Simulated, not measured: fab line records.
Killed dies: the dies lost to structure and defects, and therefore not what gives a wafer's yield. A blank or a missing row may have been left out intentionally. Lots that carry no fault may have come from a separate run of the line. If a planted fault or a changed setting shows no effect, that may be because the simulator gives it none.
Chamber matching    flow n5_finfet    cmp-01 running N5_STI_FIN_REVEAL_CMP_04: 4 sister chambers
The step polishes, stops on Si3N4, t overpolish 4 s, target thk 131.83 nm. 4 wafers are shown with their chamber, then 7 later ones without.

== WAFERS WITH THEIR CHAMBER ==
wafer   chamber  motor_current_A (A)
L079.3  3        8.5
L085.1  2        7.2
L085.4  1        8.2
L087.3  0        8.2

== WAFERS MISSING THEIR CHAMBER ==
wafer   motor_current_A (A)
L087.4  8.5
L088.1  8.2
L088.2  7.0
L091.1  7.2
L091.4  8.1
L094.1  7.5
L094.4  8.7

== WHICH CHAMBER EACH ONE RAN IN ==
wafer   from the rows above           in truth
L087.4  can't be placed: 3 or 0 or 1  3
L088.1  can't be placed: 0 or 1 or 3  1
L088.2  2                             2
L091.1  2                             2
L091.4  can't be placed: 0 or 1 or 3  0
L094.1  2                             2
L094.4  can't be placed: 3 or 0 or 1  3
3 of 7 placed correctly. Unplaceable from these rows: 4, with the true chamber sitting among the candidates in 4. Wrongly placed: 0.
How it was worked out, from the rows above alone: a wafer's distance from a chamber is the root of the sum, over the readings, of the square of ((its reading less the chamber's mean) divided by the reading's scatter). If the next closest chamber is less than 2 further off than the closest, the wafer can't be placed; otherwise it belongs to the closest. A chamber's mean is the mean of its shown wafers. The scatter: root of mean squared gap, hidden wafer to nearest shown wafer, with one shown wafer a chamber.
